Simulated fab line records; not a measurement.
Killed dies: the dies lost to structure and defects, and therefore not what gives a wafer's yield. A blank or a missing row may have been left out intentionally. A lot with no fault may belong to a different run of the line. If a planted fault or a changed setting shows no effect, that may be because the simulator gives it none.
fab line records	flow n5_finfet
record: lots: 6	wafers: 18	last_day: 17
route steps=1938 shown BEOL_M14@1730 PASSIVATION@1936
lots that met no fault: taken from a fault-free run of the same line
start_h: hours from the record's first day to the start of the lot's first wafer shown	wait_h: hours from the lot's prior step to this one	" as in the row above	L1.1+2: several wafers, shown together as one row	- either no value or no given start	* or withheld: withheld	< > ~ a bound
route shown NAME@n: NAME is a module with steps in the file, n the number in the route of the first one	usual: average and standard deviation across the fault-free wafers	same: alike in all rows	chamber/n: place in a boat	sites: readings site by site	_std_site: standard deviation of those values	_edge_site: the outer-site mean with the inner-site mean subtracted	radius_mm: for every site, how far away it sits from the centre of the wafer	mask NAME#n: copy n	behind: the last tool/chamber to shape the wafer	hold: the reason the lot was held/the length of the hold in hours/how it ended	device: names the non-switching transistor (n, p or np)	end of line: the route-end tests of the same wafers	where a step has no rows: the recipe by itself	killed: dies that structure and defects cost at the first sort, which is not the same as the wafer's yield	map: per-die view of a wafer (x killed, . not killed, _ where there is no die)
set.NAME: the setting as run; set.NAME@STEP: as run at that earlier step	model.NAME: the simulator's own value behind a step, which no gauge read
lots seen at some steps along the route; tables by step, rows by wafer
services: when a tool's chamber went out of use (start_h, in hours from the record's first day, below 0 if earlier), for how many hours, and the reason
== steps ==
step: N5_BEOL_M14_ETCH_59
recipe: chemistry: N2/H2	target: BARC	target_depth_a: 890	overetch_a: 267	time_s: 67.9	ion_energy_ev: 200	pressure_mtorr: 30	source_w: 840	bias_w: 150	n2_flow_sccm: 200	h2_flow_sccm: 200
usual: bias_w: 150.0/0.42	drypump_motor_current_A: 5.5/0.51	oes_product_au: 0.68/0.063	rf_fwd_power_W: 832/3.6	rf_vpp_V: 524.2/2.7	showerhead_plenum_p_Torr: 2.55/0.097	throttle_valve_pct: 17.89/0.25
lot.wafer	tool	chamber	start_h	wait_h	bias_w	drypump_motor_current_A	oes_product_au	rf_fwd_power_W	rf_hours_counter_h	rf_vpp_V	showerhead_plenum_p_Torr	throttle_valve_pct
L500.1	rie_diel-01	1	254.91	0.0	149.3	5.7	0.75	832	32	522.6	2.49	17.77
L500.3	"	3	"	"	149.8	6.5	0.69	830	77	526.8	2.68	17.60
L500.4	"	0	"	"	150.5	5.6	0.60	832	237	521.8	2.49	18.08
L503.1	rie_diel-03	2	280.05	0.0	150.0	5.8	0.58	836	249	520.4	2.39	18.12
L503.5	"	1	"	"	150.2	4.8	0.66	836	-	521.0	2.44	17.50
L503.6	"	3	"	"	150.0	5.8	0.74	832	-	525.6	2.57	17.81
L512.1	rie_diel-01	0	340.49	0.0	149.6	5.7	0.83	833	8	523.6	2.48	17.71
L512.4	"	2	"	"	150.2	5.2	0.63	829	168	526.2	2.65	18.29
L512.6	"	0	"	"	150.4	5.7	0.82	834	-	522.3	2.48	17.70
L514.1	rie_diel-01	2	341.10	0.0	150.1	5.2	0.63	827	168	526.9	2.65	18.30
L514.2	"	1	"	"	150.0	5.8	0.72	833	62	522.2	2.47	17.82
L514.5	"	1	"	"	149.3	5.7	0.72	833	-	523.0	2.47	17.82
L515.3	rie_diel-03	3	349.81	0.0	150.0	5.8	0.71	831	79	524.7	2.56	17.84
L515.4	"	2	"	"	150.3	5.8	0.77	833	11	530.0	2.71	17.66
L515.6	"	2	"	"	150.1	5.8	0.77	832	-	528.5	2.71	17.66
L520.2	rie_diel-01	1	377.21	0.0	150.2	5.8	0.71	838	75	520.6	2.47	17.83
L520.4	"	0	"	"	149.9	5.6	0.80	838	19	522.7	2.48	17.71
L520.6	"	2	"	"	149.8	5.1	0.63	829	-	526.1	2.64	18.31
step: N5_BEOL_M14_VIA_ETCH_16
recipe: chemistry: C4F8/O2/Ar	target: SiO2	he_inner_torr: 15	he_outer_torr: 30	target_depth_a: 12313	time_s: withheld	ion_energy_ev: 800	pressure_mtorr: 20	source_w: 1905	bias_w: 2040	Ar_flow_sccm: 400	C4F8_flow_sccm: 16	O2_flow_sccm: 12	ends: cleared
usual: bias_w: 2041/6.3	drypump_motor_current_A: 5.5/0.51	oes_product_au: 0.72/0.073	rf_fwd_power_W: 1898/6.3	rf_vpp_V: 2223/28	showerhead_plenum_p_Torr: 3.45/0.12	throttle_valve_pct: 30.90/0.24
lot.wafer	tool	chamber	start_h	wait_h	bias_w	drypump_motor_current_A	oes_product_au	rf_fwd_power_W	rf_vpp_V	showerhead_plenum_p_Torr	throttle_valve_pct
L500.1	rie_diel-01	1	254.96	0.0	2053	5.8	0.81	1889	2179	3.36	30.77
L500.3	"	3	"	"	2036	6.5	0.75	1898	2257	3.60	30.59
L500.4	"	0	"	"	2041	5.7	0.63	1904	2230	3.37	30.91
L503.1	rie_diel-03	2	280.10	0.0	2043	5.7	0.61	1893	2227	3.27	31.17
L503.5	"	1	"	"	2045	4.9	0.69	1902	2217	3.34	30.66
L503.6	"	3	"	"	2041	5.8	0.78	1891	2234	3.48	30.86
L512.1	rie_diel-01	0	340.55	0.0	2048	5.6	0.89	1907	2229	3.36	30.79
L512.4	"	2	"	"	2045	5.1	0.66	1896	2196	3.58	31.34
L512.6	"	0	"	"	2049	5.7	0.89	1902	2229	3.36	30.79
L514.1	rie_diel-01	2	341.15	0.0	2036	5.1	0.66	1882	2196	3.58	31.34
L514.2	"	1	"	"	2044	5.7	0.77	1910	2177	3.35	30.76
L514.5	"	1	"	"	2042	5.7	0.76	1906	2176	3.35	30.77
L515.3	rie_diel-03	3	349.87	0.0	2044	5.8	0.76	1905	2233	3.47	30.89
L515.4	"	2	"	"	2042	5.7	0.82	1901	2263	3.67	30.88
L515.6	"	2	"	"	2034	5.8	0.82	1904	2262	3.67	30.87
L520.2	rie_diel-01	1	377.26	0.0	2039	5.7	0.75	1901	2176	3.34	30.80
L520.4	"	0	"	"	2034	5.6	0.85	1910	2229	3.35	30.80
L520.6	"	2	"	"	2055	5.1	0.65	1890	2196	3.57	31.36
step: N5_BEOL_M14_STRIP_63
recipe: chemistry: O2	power_w: 600	temp_c: 60	pressure_mtorr: 30	rf_frequency_hz: 6e+07	bias_power_w: 0	overash_fraction: 0.3	o2_flow_sccm: 225
usual: drypump_motor_current_A: 5.5/0.51	o2_flow_sccm: 225.0/0.64	oes_product_au: 0.80/0.079	rf_vpp_V: 3.6/0.92	showerhead_plenum_p_Torr: 2.11/0.079	throttle_valve_pct: 16.69/0.22
lot.wafer	tool	chamber	start_h	wait_h	drypump_motor_current_A	o2_flow_sccm	oes_product_au	rf_hours_counter_h	rf_vpp_V	showerhead_plenum_p_Torr	throttle_valve_pct
L500.1	rie_diel-01	1	-	-	5.7	223.5	0.90	32	4.7	2.05	16.48
L500.3	"	3	"	"	6.5	224.4	0.82	78	1.9	2.22	16.42
L500.4	"	0	"	"	5.6	224.5	0.71	237	4.3	2.07	16.97
L503.1	rie_diel-03	2	-	-	5.8	224.4	0.69	249	2.7	1.98	16.94
L503.5	"	1	"	"	4.8	224.2	0.77	-	3.7	2.02	16.42
L503.6	"	3	"	"	5.8	223.7	0.88	-	3.0	2.14	16.72
L512.1	rie_diel-01	0	-	-	5.6	225.1	0.96	8	2.5	2.06	16.59
L512.4	"	2	"	"	5.1	226.2	0.74	168	1.4	2.18	17.05
L512.6	"	0	"	"	5.6	225.1	0.97	-	2.7	2.06	16.58
L514.1	rie_diel-01	2	-	-	5.1	225.5	0.74	168	3.7	2.18	17.03
L514.2	"	1	"	"	5.7	225.9	0.85	62	3.9	2.04	16.58
L514.5	"	1	"	"	5.8	225.7	0.86	-	3.5	2.04	16.53
L515.3	rie_diel-03	3	-	-	5.8	225.1	0.84	79	3.5	2.13	16.78
L515.4	"	2	"	"	5.8	224.8	0.91	11	3.0	2.24	16.45
L515.6	"	2	"	"	5.7	224.9	0.91	-	3.1	2.24	16.44
L520.2	rie_diel-01	1	-	-	5.7	225.7	0.82	75	3.0	2.04	16.57
L520.4	"	0	"	"	5.6	224.6	0.94	19	3.9	2.05	16.62
L520.6	"	2	"	"	5.1	225.3	0.73	-	3.8	2.17	17.06
step: N5_BEOL_M14_STRIP_64
recipe: chemistry: O2	power_w: 600	temp_c: 60	pressure_mtorr: 30	rf_frequency_hz: 6e+07	bias_power_w: 0	overash_fraction: 0.3	o2_flow_sccm: 225
usual: drypump_motor_current_A: 5.5/0.51	o2_flow_sccm: 225.0/0.69	oes_product_au: 0.80/0.08	rf_vpp_V: 3.7/0.52	showerhead_plenum_p_Torr: 2.11/0.079	throttle_valve_pct: 16.69/0.23
lot.wafer	tool	chamber	start_h	wait_h	drypump_motor_current_A	o2_flow_sccm	oes_product_au	rf_hours_counter_h	rf_vpp_V	showerhead_plenum_p_Torr	throttle_valve_pct
L500.1	rie_diel-01	1	-	-	5.7	226.0	0.89	32	3.5	2.05	16.48
L500.3	"	3	"	"	6.5	224.8	0.82	78	5.1	2.22	16.46
L500.4	"	0	"	"	5.6	226.4	0.70	237	4.0	2.07	16.96
L503.1	rie_diel-03	2	-	-	5.8	223.9	0.68	249	3.6	1.98	16.93
L503.5	"	1	"	"	4.8	225.2	0.76	-	3.5	2.02	16.39
L503.6	"	3	"	"	5.8	224.4	0.88	-	3.4	2.14	16.72
L512.1	rie_diel-01	0	-	-	5.6	224.3	0.98	8	3.3	2.06	16.57
L512.4	"	2	"	"	5.1	225.2	0.74	168	3.1	2.18	17.04
L512.6	"	0	"	"	5.6	223.6	0.98	-	4.0	2.06	16.58
L514.1	rie_diel-01	2	-	-	5.1	224.7	0.73	168	4.1	2.18	17.03
L514.2	"	1	"	"	5.7	224.5	0.85	62	3.6	2.04	16.54
L514.5	"	1	"	"	5.7	226.0	0.84	-	3.9	2.04	16.56
L515.3	rie_diel-03	3	-	-	5.8	224.8	0.84	79	3.4	2.13	16.79
L515.4	"	2	"	"	5.8	225.1	0.91	11	2.6	2.24	16.47
L515.6	"	2	"	"	5.8	225.0	0.92	-	4.4	2.24	16.45
L520.2	rie_diel-01	1	-	-	5.7	226.6	0.83	75	2.7	2.04	16.57
L520.4	"	0	"	"	5.7	224.8	0.94	19	3.6	2.05	16.59
L520.6	"	2	"	"	5.1	225.1	0.72	-	4.0	2.17	17.07
step: N5_BEOL_M14_STRIP_71
recipe: chemistry: post_etch_residue_remover	time_s: 60	temp_c: 25	remover_ph: withheld	remover_water_wt_pct: withheld	remover_fluoride_wt_pct: withheld
step: N5_BEOL_M14_SRD_72
recipe: time_s: 30	temp_c: 23	rinse_liquid: diw	dry: n2_spin	spin_rpm: 1500	dry_time_s: 30
step: N5_BEOL_M14_CD_MEAS_17
recipe: target_cd_nm: 250	polarity: opening
usual: cd_nm: 251.0/2.5
lot.wafer	tool	chamber	start_h	wait_h	cd_nm
L500.1	cd_sem-02	-	255.31	0.0	247.4
L500.3	"	-	"	"	249.4
L500.4	"	-	"	"	247.6
L503.1	cd_sem-03	-	280.45	0.0	251.0
L503.5	"	-	"	"	250.7
L503.6	"	-	"	"	253.5
L512.1	cd_sem-02	-	340.89	0.0	253.7
L512.4	"	-	"	"	251.8
L512.6	"	-	"	"	255.1
L514.1	cd_sem-01	-	341.50	0.0	251.7
L514.2	"	-	"	"	250.0
L514.5	"	-	"	"	249.9
L515.3	cd_sem-02	-	350.22	0.0	247.8
L515.4	"	-	"	"	250.0
L515.6	"	-	"	"	248.0
L520.2	cd_sem-02	-	377.61	0.0	254.6
L520.4	"	-	"	"	252.9
L520.6	"	-	"	"	252.4
step: N5_BEOL_M14_COAT_65
recipe: resist: SOC	temp_c: 250	time_s: 60	spin_rpm: 1500	resist_thk_nm: 450
step: N5_BEOL_M14_COAT_66
recipe: resist: SiARC	temp_c: 220	time_s: 60	spin_rpm: 1500	resist_thk_nm: 110
step: N5_BEOL_M14_COAT_22
recipe: spin_rpm: 2888	resist_thk_nm: 300
step: N5_BEOL_M14_EBR_24
recipe: solvent: PGMEA	ebr_width_mm: 1.5
step: N5_BEOL_M14_SOFTBAKE_23
recipe: temp_c: 130	time_s: 60
step: N5_BEOL_M14_EXPOSE_25
recipe: mask_id: M14	na: 0.8	source_shape: annular	sigma_inner: 0.5	sigma_outer: 0.8	polarization: unpolarized	target_cd_nm: 280	dose_mj: 26.6
lot.wafer	tool	chamber	start_h	wait_h	mask	model.BEOL_M14.overlay_x_nm
L500.1+3+4	krf_scanner-02	0	255.59	-	M14#0	-2
L503.1+5+6	krf_scanner-01	0	280.73	-	M14#0	1
L512.1+4+6	krf_scanner-02	0	341.17	-	M14#0	33.8
L514.1+2+5	krf_scanner-02	0	341.65	-	M14#0	34.6
L515.3+4+6	krf_scanner-01	0	350.38	-	M14#0	3.4
L520.2+4+6	krf_scanner-01	0	377.90	-	M14#0	-0.6
step: N5_BEOL_M14_PEB_26
recipe: peb_temp_c: 130	peb_time_s: 90
step: N5_BEOL_M14_DEVELOP_27
recipe: develop_time_s: 45	rinse_liquid: diw	dry: air_spin	dev_temp_c: 21
step: N5_BEOL_M14_HARDBAKE_32
recipe: temp_c: 130	time_s: 120
step: N5_BEOL_M14_CD_MEAS_28
recipe: target_cd_nm: 284.4	landing_energy_ev: 500	detector: se_inlens
usual: cd_nm: 283.4/1.8
lot.wafer	tool	chamber	start_h	wait_h	cd_nm
L500.1	cd_sem-02	0	255.76	-	281.7
L500.3	"	0	"	"	281.9
L500.4	"	0	"	"	282.5
L503.1	cd_sem-01	0	280.90	-	283.6
L503.5	"	0	"	"	286.1
L503.6	"	0	"	"	288.0
L512.1	cd_sem-01	0	341.35	-	284.6
L512.4	"	0	"	"	283.3
L512.6	"	0	"	"	287.1
L514.1	cd_sem-01	0	341.83	-	284.9
L514.2	"	0	"	"	282.1
L514.5	"	0	"	"	285.8
L515.3	cd_sem-02	0	350.54	-	281.8
L515.4	"	0	"	"	284.0
L515.6	"	0	"	"	284.0
L520.2	cd_sem-01	0	378.07	-	282.3
L520.4	"	0	"	"	284.2
L520.6	"	0	"	"	285.4
step: N5_BEOL_M14_OVL_MEAS_29
recipe: points_per_wafer: 44
usual: M14_OVL: -1/5.7
lot.wafer	tool	chamber	start_h	wait_h	M14_OVL[nm]
L500.1	overlay-01	0	255.79	0.0	2
L500.3	"	0	"	"	-5
L500.4	"	0	"	"	-5
L503.1	overlay-01	0	280.93	0.0	1
L503.5	"	0	"	"	0
L503.6	"	0	"	"	-6
L512.1	overlay-01	0	341.38	0.0	25
L512.4	"	0	"	"	31
L512.6	"	0	"	"	37
L514.1	overlay-01	0	341.86	0.0	39
L514.2	"	0	"	"	33
L514.5	"	0	"	"	34
L515.3	overlay-01	0	350.57	0.0	7
L515.4	"	0	"	"	2
L515.6	"	0	"	"	4
L520.2	overlay-01	0	378.09	0.0	0
L520.4	"	0	"	"	-4
L520.6	"	0	"	"	-8
step: N5_BEOL_M14_INSPECT_30
recipe: mode: adi	inspect_instrument: macro
usual: raw_defect_count: 2.2/1.5
lot.wafer	tool	chamber	start_h	wait_h	raw_defect_count
L500.1	defect_inspect-02	-	255.82	0.0	0
L500.3	"	-	"	"	1
L500.4	"	-	"	"	1
L503.1	defect_inspect-01	-	280.96	0.0	2
L503.5	"	-	"	"	1
L503.6	"	-	"	"	1
L512.1	defect_inspect-01	-	341.40	0.0	0
L512.4	"	-	"	"	3
L512.6	"	-	"	"	3
L514.1	defect_inspect-01	-	341.88	0.0	6
L514.2	"	-	"	"	3
L514.5	"	-	"	"	3
L515.3	defect_inspect-02	-	350.60	0.0	3
L515.4	"	-	"	"	2
L515.6	"	-	"	"	3
L520.2	defect_inspect-02	-	378.12	0.0	2
L520.4	"	-	"	"	0
L520.6	"	-	"	"	1
step: N5_PASSIVATION_PROBE_49
usual: defect_limited_yield: 91.3/1.5	killed_at_M0_to_M3: 34/9.4	killed_at_M4_up: 13/5.3	killed_at_contacts: 13/5.7	killed_at_front_end: 40/10	killed_at_other: 3.7/2.8	killed_dies: 103/17	killed_open: 67/13	killed_short: 35/8.5	sort_bin_5_function: 5.0/0.98	sort_bin_6_memory: 3.3/0.7	sort_n_pass: 1077/17	sort_yield_pct: 91.3/1.5
same: gross_dies: 1180	killed_at_back_side: 0	sort_bin_4_leakage[%]: 0	sort_bin_8_speed[%]: 0
lot.wafer	tool	chamber	start_h	wait_h	defect_limited_yield[%]	killed_at_M0_to_M3	killed_at_M4_up	killed_at_contacts	killed_at_front_end	killed_at_other	killed_dies	killed_open	killed_short	sort_bin_5_function[%]	sort_bin_6_memory[%]	sort_n_pass	sort_yield_pct[%]
L500.1	prober-02	-	285.23	0.0	87.5	68	19	16	42	3	148	95	53	7.5	4.6	1032	87.5
L500.3	prober-02	-	285.33	0.1	90.5	36	10	18	47	1	112	72	38	5.9	3.1	1068	90.5
L500.4	prober-02	-	285.38	0.2	90.8	45	12	13	37	2	109	67	40	6.4	2.7	1071	90.8
L503.1	prober-01	-	307.59	0.0	92.8	26	13	12	31	3	85	45	39	3.2	3.1	1095	92.8
L503.5	prober-01	-	307.79	0.2	92.6	24	26	11	24	2	87	61	26	4.7	2.5	1093	92.6
L503.6	prober-01	-	307.84	0.3	91.5	33	6	16	43	2	100	65	32	5.3	3.1	1080	91.5
L512.1	prober-01	-	365.16	0.0	87.3	56	11	13	69	1	150	96	53	6.8	5.3	1030	87.3
L512.4	prober-01	-	365.31	0.2	91.2	42	12	10	37	3	104	59	45	5.7	2.7	1076	91.2
L512.6	prober-01	-	365.41	0.3	90.6	34	13	9	53	2	111	57	54	5.0	4.1	1069	90.6
L514.1	prober-02	-	365.34	0.0	92.0	31	12	13	33	5	94	70	24	3.9	3.7	1086	92.0
L514.2	prober-02	-	365.39	0.1	90.0	38	17	11	46	6	118	73	37	5.6	3.3	1062	90.0
L514.5	prober-02	-	365.54	0.2	92.8	29	15	14	23	4	85	60	25	4.2	2.7	1095	92.8
L515.3	prober-02	-	374.75	0.1	92.1	25	12	12	41	3	93	63	29	4.2	3.6	1087	92.1
L515.4	prober-02	-	374.80	0.2	92.2	33	10	10	37	2	92	61	27	4.2	2.9	1088	92.2
L515.6	prober-02	-	374.90	0.3	92.6	30	17	9	30	1	87	54	33	4.6	2.6	1093	92.6
L520.2	prober-01	-	402.88	0.1	90.3	39	19	13	43	0	114	74	38	5.4	4.0	1066	90.3
L520.4	prober-01	-	402.98	0.2	90.9	25	19	17	46	0	107	71	36	5.0	3.6	1073	90.9
L520.6	prober-01	-	403.08	0.3	91.8	23	14	13	47	0	97	68	29	4.7	3.3	1083	91.8
killed by level:class
L500.1 BEOL_M0_SAQP:geometric_particle:open=19 BEOL_M0_SAQP:geometric_particle:short=18 BEOL_M3:geometric_particle:open=17 FIN_SAQP:geometric_particle:short=15 MOL_CONTACT_COAG:geometric_particle:open=13 BEOL_M4:geometric_particle:open=9 GATE_CUT:geometric_particle:open=7 DUMMY_GATE:geometric_particle:open=6
L500.3 FIN_SAQP:geometric_particle:open=20 MOL_CONTACT_COAG:geometric_particle:open=15 BEOL_M3:geometric_particle:open=12 STI_FIN_REVEAL:geometric_particle:open=9 FIN_SAQP:geometric_particle:short=8 BEOL_M3:geometric_particle:short=7 BEOL_M1:geometric_particle:short=5 MOL_CONTACT_COAG:geometric_particle:short=3
L500.4 BEOL_M3:geometric_particle:open=14 FIN_SAQP:geometric_particle:open=11 MOL_CONTACT_COAG:geometric_particle:open=11 BEOL_M0_SAQP:geometric_particle:short=10 BEOL_M0_SAQP:geometric_particle:open=8 FIN_SAQP:geometric_particle:short=6 BEOL_M3:geometric_particle:short=6 STI_FIN_REVEAL:geometric_particle:open=4
L503.1 FIN_SAQP:geometric_particle:short=10 MOL_CONTACT_COAG:geometric_particle:open=8 BEOL_M2:geometric_particle:open=7 BEOL_M1:geometric_particle:short=6 BEOL_M1:geometric_particle:open=5 GATE_CUT:geometric_particle:short=5 BEOL_M0_SAQP:geometric_particle:short=5 FIN_SAQP:geometric_particle:open=4
L503.5 MOL_CONTACT_COAG:geometric_particle:open=10 BEOL_M1:geometric_particle:open=7 BEOL_M4:geometric_particle:open=7 FIN_SAQP:geometric_particle:short=6 BEOL_M0_SAQP:geometric_particle:open=6 BEOL_M2:geometric_particle:open=6 BEOL_M6:geometric_particle:open=6 STI_FIN_REVEAL:geometric_particle:open=5
L503.6 BEOL_M2:geometric_particle:open=12 FIN_SAQP:geometric_particle:short=11 MOL_CONTACT_COAG:geometric_particle:open=11 FIN_SAQP:geometric_particle:open=10 STI_FIN_REVEAL:geometric_particle:open=10 BEOL_M1:geometric_particle:open=7 MOL_CONTACT_COAG:geometric_particle:short=5 BEOL_M0_SAQP:geometric_particle:short=5
L512.1 STI_FIN_REVEAL:geometric_particle:open=21 BEOL_M0_SAQP:geometric_particle:short=21 FIN_SAQP:geometric_particle:open=18 BEOL_M0_SAQP:geometric_particle:open=16 FIN_SAQP:geometric_particle:short=13 MOL_CONTACT_COAG:geometric_particle:open=12 BEOL_M2:geometric_particle:open=5 BEOL_M6:geometric_particle:open=5
L512.4 BEOL_M0_SAQP:geometric_particle:open=13 FIN_SAQP:geometric_particle:short=9 BEOL_M0_SAQP:geometric_particle:short=9 MOL_CONTACT_COAG:geometric_particle:open=7 FIN_SAQP:geometric_particle:open=6 BEOL_M2:geometric_particle:open=6 STI_FIN_REVEAL:geometric_particle:open=5 BEOL_M4:geometric_particle:short=5
L514.1 MOL_CONTACT_COAG:geometric_particle:open=12 FIN_SAQP:geometric_particle:open=9 FIN_SAQP:geometric_particle:short=8 BEOL_M3:geometric_particle:open=8 BEOL_M2:geometric_particle:open=7 BEOL_M4:geometric_particle:open=7 STI_FIN_REVEAL:geometric_particle:open=6 BEOL_M0:geometric_particle:open=5
L514.2 BEOL_M2:geometric_particle:open=11 MOL_CONTACT_COAG:geometric_particle:open=9 BEOL_M3:geometric_particle:open=8 HKMG_FIN:area_etch=8 GATE_CUT:geometric_particle:short=7 GATE_CUT:geometric_particle:open=7 BEOL_M4:geometric_particle:open=7 FIN_SAQP:geometric_particle:open=6
L512.6 FIN_SAQP:geometric_particle:short=18 FIN_SAQP:geometric_particle:open=9 STI_FIN_REVEAL:geometric_particle:open=9 BEOL_M4:geometric_particle:short=8 MOL_CONTACT_COAG:geometric_particle:open=7 BEOL_M0_SAQP:geometric_particle:short=6 BEOL_M1:geometric_particle:open=6 BEOL_M0_SAQP:geometric_particle:open=5
L514.5 MOL_CONTACT_COAG:geometric_particle:open=12 BEOL_M0_SAQP:geometric_particle:open=6 STI_FIN_REVEAL:geometric_particle:open=5 DUMMY_GATE:geometric_particle:open=5 BEOL_M1:geometric_particle:open=5 BEOL_M2:geometric_particle:open=4 BEOL_M0_SAQP:geometric_particle:short=3 BEOL_M0:geometric_particle:open=3
L515.3 MOL_CONTACT_COAG:geometric_particle:open=12 BEOL_M3:geometric_particle:open=9 FIN_SAQP:geometric_particle:short=8 STI_FIN_REVEAL:geometric_particle:open=6 GATE_CUT:geometric_particle:short=4 BEOL_M0_SAQP:geometric_particle:short=4 BEOL_M0:geometric_particle:open=4 BEOL_M5:geometric_particle:open=4
L515.4 MOL_CONTACT_COAG:geometric_particle:open=8 BEOL_M0_SAQP:geometric_particle:open=7 DUMMY_GATE:geometric_particle:open=6 FIN_SAQP:geometric_particle:short=5 BEOL_M3:geometric_particle:open=5 BEOL_M5:geometric_particle:open=5 FIN_SAQP:geometric_particle:open=4 STI_FIN_REVEAL:geometric_particle:open=4
L515.6 MOL_CONTACT_COAG:geometric_particle:open=8 FIN_SAQP:geometric_particle:open=7 BEOL_M3:geometric_particle:open=7 BEOL_M0_SAQP:geometric_particle:short=6 GATE_CUT:geometric_particle:short=5 BEOL_M0_SAQP:geometric_particle:open=4 BEOL_M5:geometric_particle:open=4 BEOL_M4:geometric_particle:open=4
L520.2 FIN_SAQP:geometric_particle:short=11 MOL_CONTACT_COAG:geometric_particle:open=11 BEOL_M2:geometric_particle:open=11 GATE_CUT:geometric_particle:short=9 GATE_CUT:geometric_particle:open=9 BEOL_M4:geometric_particle:open=9 BEOL_M0_SAQP:geometric_particle:open=8 BEOL_M1:geometric_particle:open=5
L520.4 MOL_CONTACT_COAG:geometric_particle:open=13 GATE_CUT:geometric_particle:short=10 BEOL_M4:geometric_particle:open=10 BEOL_M2:geometric_particle:open=8 DUMMY_GATE:geometric_particle:open=7 GATE_CUT:geometric_particle:open=7 STI_FIN_REVEAL:geometric_particle:open=5 MOL_CONTACT_COAG:geometric_particle:short=4
L520.6 MOL_CONTACT_COAG:geometric_particle:open=13 BEOL_M2:geometric_particle:open=10 GATE_CUT:geometric_particle:short=9 FIN_SAQP:geometric_particle:open=8 FIN_SAQP:geometric_particle:short=8 STI_FIN_REVEAL:geometric_particle:open=8 BEOL_M4:geometric_particle:open=7 BEOL_M3:geometric_particle:open=6
== services ==
tool	chamber	start_h	hours	kind
krf_scanner-02	-	238.27	1.3	pm
rie_diel-03	0	272.04	-	clean
rie_diel-03	0	272.04	-	consumable_replace:focus_ring
rie_diel-03	0	272.04	22.2	scheduled_down
rie_diel-03	0	272.04	22.2	vent_cycle
krf_scanner-02	-	273.57	1.9	repair
krf_scanner-01	0	292.25	-	calibration
rie_diel-03	2	294.28	-	clean
rie_diel-03	2	294.28	-	consumable_replace:focus_ring
rie_diel-03	2	294.28	-	consumable_replace:showerhead
rie_diel-03	2	294.28	25.3	scheduled_down
rie_diel-03	2	294.28	25.3	vent_cycle
rie_diel-01	0	299.89	-	clean
rie_diel-01	0	299.89	-	consumable_replace:focus_ring
rie_diel-01	0	299.89	15.7	scheduled_down
rie_diel-01	0	299.89	15.7	vent_cycle
krf_scanner-02	-	310.60	4.0	pm
krf_scanner-01	-	323.27	4.4	pm
krf_scanner-02	-	327.65	1.0	pm
krf_scanner-01	-	329.32	1.0	pm
krf_scanner-02	0	336.05	-	calibration
rie_diel-01	-	354.60	0.3	repair
== key ==
first_sign: step: N5_BEOL_M14_OVL_MEAS_29	reading: M14_OVL	direction: up	sigmas: 6	usual: -1	struck: 33
effect none on later readings
model_effect: step: N5_BEOL_M14_EXPOSE_25	value: BEOL_M14.overlay_x_nm	without: -2.7	struck: 34.2
met_at N5_BEOL_M14_EXPOSE_25
struck_wafers L512.1,L512.4,L512.6,L514.1,L514.2,L514.5
onset_between 255.59 341.17
fault: kind: scanner_matching_overlay	tool: krf_scanner-02	chamber: -	onset_h: 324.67	steps: N5_BEOL_M14_EXPOSE_25	offset: 36.916
